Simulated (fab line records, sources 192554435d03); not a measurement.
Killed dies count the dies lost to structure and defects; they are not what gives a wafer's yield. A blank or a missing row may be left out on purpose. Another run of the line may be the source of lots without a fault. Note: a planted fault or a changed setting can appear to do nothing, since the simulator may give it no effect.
Chamber matching	flow n5Finfet	pecvd-03 running N5_BEOL_M7_PECVD_70: 3 sister chambers
The step deposits SiO2 from TEOS/O2, target thk 20 nm, time 22.7 s. 6 wafers are shown with their chamber, then 9 later ones without.

== WAFERS PAIRED WITH THEIR CHAMBERS ==
wafer	chamber	throttleValvePct (%)	heaterPowerW (W)
L084.4	0	24.0	481
L084.5	1	23.4	614
L084.6	2	21.4	680
L086.1	0	24.4	464
L086.2	2	21.5	608
L086.3	1	23.2	635

== WAFERS MISSING THEIR CHAMBER ==
wafer	throttleValvePct (%)	heaterPowerW (W)
L086.4	23.2	643
L086.5	24.3	462
L086.6	21.6	589
L091.2	22.7	607
L091.3	24.4	476
L091.6	21.7	568
L095.1	21.6	651
L095.3	24.5	519
L095.6	23.2	637

== CHAMBER TAKEN BY EACH ==
wafer	from the rows above	in truth
L086.4	1	1
L086.5	0	0
L086.6	2	2
L091.2	1	1
L091.3	0	0
L091.6	2	2
L095.1	2	2
L095.3	0	0
L095.6	1	1
9 of 9 placed correctly. Left unplaced by these rows: 0. Placed wrongly: 0.
How it was worked out, from the rows above alone: a wafer's distance from a chamber is the root of the sum, over the readings, of the square of ((its reading less the chamber's mean) divided by the reading's scatter). If the next closest chamber is less than 2 further off than the closest, the wafer can't be placed; otherwise it belongs to the closest. Each chamber's mean is taken over the wafers shown for it. The scatter: take each reading less its chamber's mean, square it, sum over the shown wafers, divide by the number of wafers less the number of chambers, and take the root.
